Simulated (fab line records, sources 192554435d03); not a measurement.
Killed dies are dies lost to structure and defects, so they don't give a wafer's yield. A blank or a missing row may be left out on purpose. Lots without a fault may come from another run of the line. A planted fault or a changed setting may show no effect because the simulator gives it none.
Chamber matching | flow n5_finfet | N5_HKMG_FIN_CVD_62 on thermal_cvd_si-02: 3 sister chambers
The step deposits a-Si from Si2H6, target thk 3 nm, time 20.8 s. 27 wafers are shown with their chamber, then 12 later ones without.

WAFERS WITH THEIR CHAMBER
wafer  | chamber | heater_power_w (W)
L074.2 | 0       | 1273
L074.3 | 1       | 1349
L074.6 | 0       | 1288
L076.2 | 2       | 1681
L076.5 | 0       | 1266
L076.6 | 2       | 1670
L078.1 | 0       | 1250
L078.3 | 1       | 1314
L078.6 | 0       | 1256
L081.2 | 1       | 1329
L081.4 | 2       | 1686
L081.5 | 1       | 1345
L083.3 | 0       | 1264
L083.5 | 2       | 1674
L083.6 | 0       | 1259
L085.3 | 2       | 1692
L085.4 | 2       | 1694
L085.5 | 0       | 1302
L086.3 | 1       | 1354
L086.4 | 1       | 1319
L086.6 | 2       | 1649
L089.1 | 1       | 1332
L089.2 | 2       | 1726
L089.3 | 0       | 1280
L093.1 | 1       | 1328
L093.5 | 0       | 1247
L093.6 | 1       | 1352

SIGNATURES (means of the wafers above)
reading        | chamber 0 | chamber 1 | chamber 2 | scatter within a chamber
heater_power_w | 1268.50   | 1335.78   | 1684.00   | 18.2
Rule: a wafer's distance from a chamber is the root of the sum, over the readings, of the square of ((its reading less the chamber's mean) divided by the reading's scatter). The wafer belongs to the nearest chamber; if the next one is less than 2 further off, it can't be placed. The scatter: the root of (the sum of the squares of (reading less its chamber's mean) over the shown wafers, divided by (wafers less chambers)).

WAFERS WITHOUT THEIR CHAMBER
wafer  | heater_power_w (W)
L094.2 | 1293
L094.3 | 1321
L094.6 | 1282
L095.2 | 1351
L095.3 | 1288
L095.4 | 1343
L092.4 | 1689
L092.5 | 1297
L092.6 | 1338
L097.1 | 1314
L097.2 | 1254
L097.3 | 1679

WHICH CHAMBER EACH WENT THROUGH
wafer  | from the rows above     | in truth
L094.2 | can't be placed: 0 or 1 | 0
L094.3 | 1                       | 1
L094.6 | 0                       | 0
L095.2 | 1                       | 1
L095.3 | can't be placed: 0 or 1 | 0
L095.4 | 1                       | 1
L092.4 | 2                       | 2
L092.5 | can't be placed: 0 or 1 | 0
L092.6 | 1                       | 1
L097.1 | can't be placed: 1 or 0 | 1
L097.2 | 0                       | 0
L097.3 | 2                       | 2
Placed correctly: 8 of 12. Can't be placed from these rows: 4 (the true chamber is among the candidates in 4). Placed wrongly: 0.
